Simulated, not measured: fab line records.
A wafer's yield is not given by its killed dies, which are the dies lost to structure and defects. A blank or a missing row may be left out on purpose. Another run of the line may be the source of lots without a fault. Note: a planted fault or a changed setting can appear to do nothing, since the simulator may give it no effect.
The tool behind it: which one?	flow nand harc	24 lots with 72 wafers sampled at 6 steps, on a route of 1302 steps

== WHAT THE GAUGES SHOWED, per wafer ==
The record holds no reading of a measuring or inspecting step that can be judged against a usual standard deviation.

== WHAT TOOL EACH LOT RAN ON (gives the tool, then ch and the chambers of the sampled wafers, and finally the start) ==
lot	NHARC_A_STAIRCASE_ETCH_17	NHARC_A_STAIRCASE_TRIM_193	NHARC_A_STAIRCASE_ETCH_225	NHARC_A_STAIRCASE_TRIM_226	NHARC_A_STAIRCASE_ETCH_227	NHARC_A_STAIRCASE_ETCH_232
L074	rie diel-08 ch 0,2,3, no start	rie diel-01 ch 0,3, no start	rie diel-08 ch 0,3, no start	rie diel-08 ch 0,2,3, no start	rie diel-08 ch 0,1, no start	rie diel-08 ch 0,3, no start
L075	rie diel-07 ch 2,3, no start	rie diel-07 ch 0,1,3, no start	rie diel-08 ch 0,2,3, no start	rie diel-08 ch 0,3, no start	rie diel-08 ch 0,1,3, no start	rie diel-01 ch 0,1,2, no start
L076	rie diel-07 ch 0,1, no start	rie diel-07 ch 1,2, no start	rie diel-07 ch 1,3, no start	rie diel-07 ch 1,3, no start	rie diel-07 ch 0,2,3, no start	rie diel-01 ch 0,1,2, no start
L078	rie diel-08 ch 1,2,3, no start	rie diel-01 ch 0,3, no start	rie diel-01 ch 0,1,3, no start	rie diel-01 ch 1,3, no start	rie diel-01 ch 0,3, no start	rie diel-08 ch 2,3, no start
L079	rie diel-01 ch 0,1,3, no start	rie diel-07 ch 0,2,3, no start	rie diel-08 ch 0,1,2, no start	rie diel-08 ch 0,2, no start	rie diel-08 ch 1,2,3, no start	rie diel-08 ch 1,2,3, no start
L077	rie diel-01 ch 1,3, no start	rie diel-08 ch 2,3, no start	rie diel-08 ch 0,3, no start	rie diel-08 ch 0,2, no start	rie diel-08 ch 0,1,2, no start	rie diel-07 ch 0,1, no start
L080	rie diel-08 ch 0,2, no start	rie diel-08 ch 2,3, no start	rie diel-08 ch 1,3, no start	rie diel-08 ch 0,1, no start	rie diel-08 ch 1,3, no start	rie diel-01 ch 1,2, no start
L081	rie diel-08 ch 0,3, no start	rie diel-08 ch 0,2,3, no start	rie diel-01 ch 1,2,3, no start	rie diel-01 ch 1,2,3, no start	rie diel-01 ch 0,1, no start	rie diel-01 ch 1,2,3, no start
L083	rie diel-08 ch 1,2,3, no start	rie diel-01 ch 1,3, no start	rie diel-01 ch 0,1,2, no start	rie diel-01 ch 1,2, no start	rie diel-01 ch 1,2,3, no start	rie diel-07 ch 0,3, no start
L082	rie diel-01 ch 0,2,3, no start	rie diel-08 ch 0,2,3, no start	rie diel-08 ch 0,1,3, no start	rie diel-08 ch 0,1,2, no start	rie diel-08 ch 1,2,3, no start	rie diel-08 ch 0,1,2, no start
L084	rie diel-08 ch 0,2,3, no start	rie diel-07 ch 0,2,3, no start	rie diel-08 ch 0,1,3, no start	rie diel-08 ch 0,1,3, no start	rie diel-08 ch 1,2,3, no start	rie diel-01 ch 1,2,3, no start
L085	rie diel-08 ch 1,3, no start	rie diel-01 ch 1,2,3, no start	rie diel-08 ch 1,2, no start	rie diel-08 ch 0,2,3, no start	rie diel-08 ch 0,1,3, no start	rie diel-01 ch 1,3, no start
L086	rie diel-08 ch 0,1, no start	rie diel-01 ch 1,2,3, no start	rie diel-08 ch 1,3, no start	rie diel-08 ch 2,3, no start	rie diel-08 ch 0,3, no start	rie diel-08 ch 0,1, no start
L087	rie diel-01 ch 0,1,3, no start	rie diel-08 ch 1,2,3, no start	rie diel-01 ch 1,2,3, no start	rie diel-01 ch 1,2,3, no start	rie diel-01 ch 0,1,2, no start	rie diel-08 ch 0,1,2, no start
L089	rie diel-07 ch 1,2, no start	rie diel-08 ch 0,2, no start	rie diel-08 ch 0,1,2, no start	rie diel-08 ch 0,1, no start	rie diel-08 ch 0,2,3, no start	rie diel-08 ch 0,1,3, no start
L088	rie diel-08 ch 0,1,3, no start	rie diel-01 ch 1,3, no start	rie diel-01 ch 2,3, no start	rie diel-01 ch 0,3, no start	rie diel-01 ch 0,2,3, no start	rie diel-01 ch 1,2, no start
L090	rie diel-08 ch 0,1,2, no start	rie diel-01 ch 0,2,3, no start	rie diel-08 ch 0,2, no start	rie diel-08 ch 0,1,2, no start	rie diel-08 ch 1,3, no start	rie diel-08 ch 2,3, no start
L092	rie diel-08 ch 0,2,3, no start	rie diel-08 ch 0,1,2, no start	rie diel-08 ch 0,1, no start	rie diel-08 ch 0,1, no start	rie diel-08 ch 1,2,3, no start	rie diel-08 ch 1,2,3, no start
L091	rie diel-07 ch 0,2,3, no start	rie diel-08 ch 2,3, no start	rie diel-01 ch 0,1,2, no start	rie diel-01 ch 0,1,3, no start	rie diel-01 ch 0,1,2, no start	rie diel-08 ch 0,2,3, no start
L094	rie diel-01 ch 0,3, no start	rie diel-08 ch 1,2,3, no start	rie diel-08 ch 0,3, no start	rie diel-08 ch 0,1,2, no start	rie diel-08 ch 1,2, no start	rie diel-01 ch 0,3, no start
L093	rie diel-08 ch 1,2, no start	rie diel-08 ch 1,3, no start	rie diel-01 ch 0,1,3, no start	rie diel-01 ch 0,1,3, no start	rie diel-01 ch 0,1,3, no start	rie diel-01 ch 0,1,3, no start
L095	rie diel-08 ch 0,1,3, no start	rie diel-07 ch 0,1,2, no start	rie diel-07 ch 0,2, no start	rie diel-07 ch 0,2,3, no start	rie diel-07 ch 0,3, no start	rie diel-07 ch 2,3, no start
L096	rie diel-07 ch 0,1,2, no start	rie diel-01 ch 0,1,3, no start	rie diel-07 ch 0,2,3, no start	rie diel-07 ch 0,2,3, no start	rie diel-07 ch 0,1,3, no start	rie diel-08 ch 0,1,3, no start
L097	rie diel-08 ch 1,2,3, no start	rie diel-01 ch 1,2,3, no start	rie diel-07 ch 0,1,3, no start	rie diel-07 ch 0,1,2, no start	rie diel-07 ch 0,1,3, no start	rie diel-08 ch 0,1,2, no start
- NHARC_A_STAIRCASE_ETCH_17: etches the open film in C4F8/O2, target depth 100 nm, time 40.5 s.
- NHARC_A_STAIRCASE_TRIM_193: chemistry O2, time 211.2 s.
- NHARC_A_STAIRCASE_ETCH_225: etches the open film in C4F8/O2, target depth 100 nm, time 40.5 s.
- NHARC_A_STAIRCASE_TRIM_226: chemistry O2, time 211.2 s.
- NHARC_A_STAIRCASE_ETCH_227: etches the open film in C4F8/O2, target depth 100 nm, time 40.5 s.
- NHARC_A_STAIRCASE_ETCH_232: etches the open film in C4F8/O2, target depth 100 nm, time 40.5 s.

== AS READ BY THE TOOLS THEMSELVES (means over the sampled wafers that have a number; for cases with no such wafer, the mark the record gives instead) ==
NHARC_A_STAIRCASE_ETCH_17.
lot	tool	oes product au (a.u.)	rf vpp V (V)
L074	rie diel-08	0.945	893
L075	rie diel-07	0.956	897
L076	rie diel-07	0.946	903
L078	rie diel-08	0.950	891
L079	rie diel-01	0.952	893
L077	rie diel-01	0.941	895
L080	rie diel-08	0.928	893
L081	rie diel-08	0.949	894
L083	rie diel-08	0.941	890
L082	rie diel-01	0.938	899
L084	rie diel-08	0.940	892
L085	rie diel-08	0.940	891
L086	rie diel-08	0.956	894
L087	rie diel-01	0.953	893
L089	rie diel-07	0.948	903
L088	rie diel-08	0.949	894
L090	rie diel-08	0.937	892
L092	rie diel-08	0.952	893
L091	rie diel-07	0.936	896
L094	rie diel-01	0.952	895
L093	rie diel-08	0.938	891
L095	rie diel-08	0.947	894
L096	rie diel-07	0.938	901
L097	rie diel-08	0.953	890

NHARC_A_STAIRCASE_TRIM_193.
lot	tool	drypump motor current A (A)	oes product au (a.u.)	rf vpp V (V)	showerhead plenum p Torr (Torr)	throttle valve pct (%)
L074	rie diel-01	5.3	1.003	57.5	3.59	17.032
L075	rie diel-07	5.1	1.004	58.2	3.62	17.036
L076	rie diel-07	5.8	1.015	58.1	3.74	17.039
L078	rie diel-01	5.3	0.999	57.5	3.59	17.028
L079	rie diel-07	5.2	1.002	57.7	3.56	17.039
L077	rie diel-08	6.0	1.002	57.6	3.37	17.035
L080	rie diel-08	6.0	0.992	57.4	3.37	17.037
L081	rie diel-08	5.6	0.998	57.2	3.44	17.040
L083	rie diel-01	5.7	0.997	57.9	3.52	17.046
L082	rie diel-08	5.6	0.997	58.0	3.44	17.024
L084	rie diel-07	5.2	1.002	58.1	3.55	17.042
L085	rie diel-01	5.7	0.994	58.4	3.54	17.036
L086	rie diel-01	5.8	1.000	57.9	3.53	17.039
L087	rie diel-08	5.8	1.001	56.9	3.38	17.032
L089	rie diel-08	5.7	0.991	56.5	3.42	17.034
L088	rie diel-01	5.7	1.003	57.4	3.40	17.034
L090	rie diel-01	5.4	1.003	58.5	3.59	17.039
L092	rie diel-08	5.6	0.990	57.7	3.44	17.039
L091	rie diel-08	5.9	1.005	58.1	3.36	17.030
L094	rie diel-08	5.8	1.002	57.0	3.37	17.035
L093	rie diel-08	5.7	1.002	57.3	3.40	17.038
L095	rie diel-07	5.5	0.986	58.5	3.66	17.025
L096	rie diel-01	5.4	1.004	57.4	3.62	17.024
L097	rie diel-01	5.7	1.007	58.2	3.69	17.032

NHARC_A_STAIRCASE_ETCH_225.
lot	tool	oes product au (a.u.)	rf vpp V (V)
L074	rie diel-08	0.936	896
L075	rie diel-08	0.943	893
L076	rie diel-07	0.960	901
L078	rie diel-01	0.955	894
L079	rie diel-08	0.939	894
L077	rie diel-08	0.947	896
L080	rie diel-08	0.950	891
L081	rie diel-01	0.946	896
L083	rie diel-01	0.943	894
L082	rie diel-08	0.952	894
L084	rie diel-08	0.942	894
L085	rie diel-08	0.941	891
L086	rie diel-08	0.947	891
L087	rie diel-01	0.945	897
L089	rie diel-08	0.940	893
L088	rie diel-01	0.945	901
L090	rie diel-08	0.944	892
L092	rie diel-08	0.943	896
L091	rie diel-01	0.941	893
L094	rie diel-08	0.941	892
L093	rie diel-01	0.950	899
L095	rie diel-07	0.947	900
L096	rie diel-07	0.938	896
L097	rie diel-07	0.940	898

NHARC_A_STAIRCASE_TRIM_226.
lot	tool	drypump motor current A (A)	oes product au (a.u.)	rf vpp V (V)	showerhead plenum p Torr (Torr)	throttle valve pct (%)
L074	rie diel-08	5.6	1.005	58.4	3.46	17.035
L075	rie diel-08	5.5	1.010	58.1	3.47	17.033
L076	rie diel-07	5.4	1.013	58.0	3.66	17.033
L078	rie diel-01	5.7	1.007	57.6	3.42	17.039
L079	rie diel-08	5.4	1.004	57.5	3.51	17.040
L077	rie diel-08	5.4	1.010	58.5	3.51	17.037
L080	rie diel-08	5.4	1.003	58.4	3.48	17.039
L081	rie diel-01	5.8	0.994	57.9	3.54	17.033
L083	rie diel-01	5.8	0.998	57.8	3.43	17.025
L082	rie diel-08	5.6	0.999	57.5	3.45	17.039
L084	rie diel-08	5.5	1.001	57.7	3.47	17.040
L085	rie diel-08	5.6	0.999	57.7	3.44	17.028
L086	rie diel-08	6.0	1.005	57.0	3.36	17.033
L087	rie diel-01	5.8	0.994	58.2	3.53	17.037
L089	rie diel-08	5.2	1.006	57.9	3.52	17.040
L088	rie diel-01	5.1	1.004	58.0	3.51	17.030
L090	rie diel-08	5.5	1.005	57.8	3.44	17.027
L092	rie diel-08	5.2	0.996	57.1	3.52	17.032
L091	rie diel-01	5.4	1.009	57.7	3.45	17.029
L094	rie diel-08	5.6	1.001	58.4	3.44	17.032
L093	rie diel-01	5.4	0.997	57.8	3.62	17.041
L095	rie diel-07	5.2	0.996	58.2	3.53	17.036
L096	rie diel-07	5.2	0.991	57.1	3.53	17.037
L097	rie diel-07	5.5	0.987	58.3	3.66	17.039

NHARC_A_STAIRCASE_ETCH_227.
lot	tool	oes product au (a.u.)	rf vpp V (V)
L074	rie diel-08	0.954	896
L075	rie diel-08	0.955	895
L076	rie diel-07	0.947	897
L078	rie diel-01	0.946	899
L079	rie diel-08	0.934	891
L077	rie diel-08	0.948	894
L080	rie diel-08	0.954	892
L081	rie diel-01	0.945	892
L083	rie diel-01	0.950	897
L082	rie diel-08	0.945	891
L084	rie diel-08	0.948	891
L085	rie diel-08	0.948	894
L086	rie diel-08	0.949	893
L087	rie diel-01	0.944	894
L089	rie diel-08	0.938	893
L088	rie diel-01	0.952	899
L090	rie diel-08	0.953	892
L092	rie diel-08	0.945	890
L091	rie diel-01	0.954	894
L094	rie diel-08	0.930	889
L093	rie diel-01	0.945	899
L095	rie diel-07	0.944	894
L096	rie diel-07	0.937	898
L097	rie diel-07	0.951	898

NHARC_A_STAIRCASE_ETCH_232.
lot	tool	oes product au (a.u.)	rf vpp V (V)
L074	rie diel-08	0.938	896
L075	rie diel-01	0.932	894
L076	rie diel-01	0.947	895
L078	rie diel-08	0.961	890
L079	rie diel-08	0.951	891
L077	rie diel-07	0.922	901
L080	rie diel-01	0.945	893
L081	rie diel-01	0.946	896
L083	rie diel-07	0.966	897
L082	rie diel-08	0.946	894
L084	rie diel-01	0.930	895
L085	rie diel-01	0.938	895
L086	rie diel-08	0.938	894
L087	rie diel-08	0.948	892
L089	rie diel-08	0.954	893
L088	rie diel-01	0.947	897
L090	rie diel-08	0.940	890
L092	rie diel-08	0.939	890
L091	rie diel-08	0.953	892
L094	rie diel-01	0.964	897
L093	rie diel-01	0.951	899
L095	rie diel-07	0.925	892
L096	rie diel-08	0.938	893
L097	rie diel-08	0.951	892

== THE ANSWER, worked out from the rows above alone ==
Rule: what is usual is taken from the lots themselves. Put in order of their means at a reading, lots are off if they are a third of the lots or fewer, leave a main group of 4 or more, and stand apart from it by a gap of 3 or more times the standard deviation of the main group's means; of several such gaps the widest counts. A main group is skipped when, at the precision printed for the reading in the tables above, its means are all equal. A lot without any number at a reading at which 4 lots or more have one is off too. Any other lot the step has rows for is counted as sound. First the gauges in route order, then the tools' own readings, where a lot's mean is used as printed above. The first step at which some lot is off is used, and at that step the reading that is off furthest; a lot without a number counts as furthest.
No lot is off at any reading shown: from this, nothing can be told.

== WHAT THE SIMULATOR HAD PUT IN ==
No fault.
